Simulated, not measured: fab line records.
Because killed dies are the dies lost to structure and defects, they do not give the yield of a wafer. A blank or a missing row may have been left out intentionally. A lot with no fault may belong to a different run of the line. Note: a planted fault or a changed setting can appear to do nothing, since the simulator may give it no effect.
Chamber matching -- flow nand_harc -- 4 sister chambers for NHARC_P_STI_DESCUM_14 on rie_diel-06
The step chemistry O2, time 3 s. 4 wafers are shown with their chamber, then 7 later ones without.

== EACH WAFER AND ITS CHAMBER ==
wafer,chamber,oes_product_au (a.u.)
L343.1,3,0.985
L343.3,0,0.998
L345.3,2,0.996
L345.5,1,0.996

== WAFERS WHOSE CHAMBER IS MISSING ==
wafer,oes_product_au (a.u.)
L345.6,1.001
L349.2,1.000
L349.3,1.002
L349.4,1.002
L351.1,1.005
L351.5,1.004
L351.6,0.997

== WHICH CHAMBER EACH WENT THROUGH ==
wafer,from the rows above,in truth
L345.6,can't be placed: 0 or 1 or 2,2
L349.2,can't be placed: 0 or 1 or 2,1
L349.3,can't be placed: 0 or 1 or 2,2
L349.4,can't be placed: 0 or 1 or 2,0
L351.1,can't be placed: 0 or 1 or 2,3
L351.5,can't be placed: 0 or 1 or 2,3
L351.6,can't be placed: 0 or 1 or 2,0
Placed correctly: 0 of 7. From these rows, 7 cannot be placed; in 5 the true chamber is one of the candidates. 0 placed wrongly.
How it was worked out, from the rows above alone: a wafer's distance from a chamber is the root of the sum, over the readings, of the square of ((its reading less the chamber's mean) divided by the reading's scatter). If the next closest chamber is less than 2 further off than the closest, the wafer can't be placed; otherwise it belongs to the closest. For every chamber, the mean is computed from those of its wafers that are shown. The scatter (one wafer shown for each chamber): square how far every hidden wafer sits from the nearest shown wafer, average those squares and take the square root.
